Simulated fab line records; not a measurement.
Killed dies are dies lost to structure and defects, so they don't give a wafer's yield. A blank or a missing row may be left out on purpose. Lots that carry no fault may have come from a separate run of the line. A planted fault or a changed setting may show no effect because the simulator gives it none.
Chamber matching ; flow n5-finfet ; N5_BEOL_M6_ETCH_65 on rie-diel-04: 4 sister chambers
The step etches SiARC in CF4, target depth 15.6 nm, time 26 s. 16 wafers are shown with their chamber, then 8 later ones without.

WAFERS WITH THEIR CHAMBER
wafer;chamber;throttle-valve-pct (%);showerhead-plenum-p-Torr (Torr);etch-rf-on-time-s (s)
L076.1;2;15.60;2.25;25.8
L076.3;0;15.59;2.23;27.0
L076.6;2;15.59;2.25;25.8
L080.1;1;15.30;2.17;26.3
L080.3;2;15.60;2.24;26.0
L080.5;2;15.62;2.24;25.9
L083.1;3;15.08;2.29;24.5
L083.5;0;15.59;2.23;26.5
L083.6;1;15.30;2.17;25.8
L084.3;0;15.59;2.23;26.4
L084.4;2;15.63;2.24;25.5
L084.6;2;15.62;2.24;25.6
L091.2;0;15.64;2.22;27.0
L091.3;3;15.10;2.28;24.5
L091.5;1;15.32;2.17;26.3
L093.3;2;15.65;2.24;25.8

SIGNATURES (averages over the wafers above)
reading;chamber 0;chamber 1;chamber 2;chamber 3;scatter within a chamber
throttle-valve-pct;15.6025;15.3067;15.6157;15.0900;0.0202
showerhead-plenum-p-Torr;2.2275;2.1700;2.2429;2.2850;0.00472
etch-rf-on-time-s;26.725;26.133;25.771;24.500;0.232
Rule: for each reading, subtract the chamber's mean from the wafer's reading, divide by that reading's scatter and square the result; add these up over the readings and take the root, which gives the wafer's distance from the chamber. If the next closest chamber is less than 2 further off than the closest, the wafer can't be placed; otherwise it belongs to the closest. The scatter: take each reading less its chamber's mean, square it, sum over the shown wafers, divide by the number of wafers less the number of chambers, and take the root.

WAFERS WITHOUT THEIR CHAMBER
wafer;throttle-valve-pct (%);showerhead-plenum-p-Torr (Torr);etch-rf-on-time-s (s)
L093.5;15.34;2.16;26.2
L093.6;15.65;2.22;27.0
L092.1;15.10;2.28;24.7
L092.2;15.34;2.16;26.5
L092.5;15.63;2.22;26.7
L095.2;15.14;2.28;24.2
L095.5;15.14;2.28;24.1
L095.6;15.67;2.23;25.9

WHICH CHAMBER EACH ONE RAN IN
wafer;from the rows above;in truth
L093.5;1;1
L093.6;0;0
L092.1;3;3
L092.2;1;1
L092.5;0;0
L095.2;3;3
L095.5;3;3
L095.6;can't be placed: 2 or 0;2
7 of 8 placed correctly. Not placeable from these rows: 1 (in 1, the candidates include the true chamber). 0 placed wrongly.
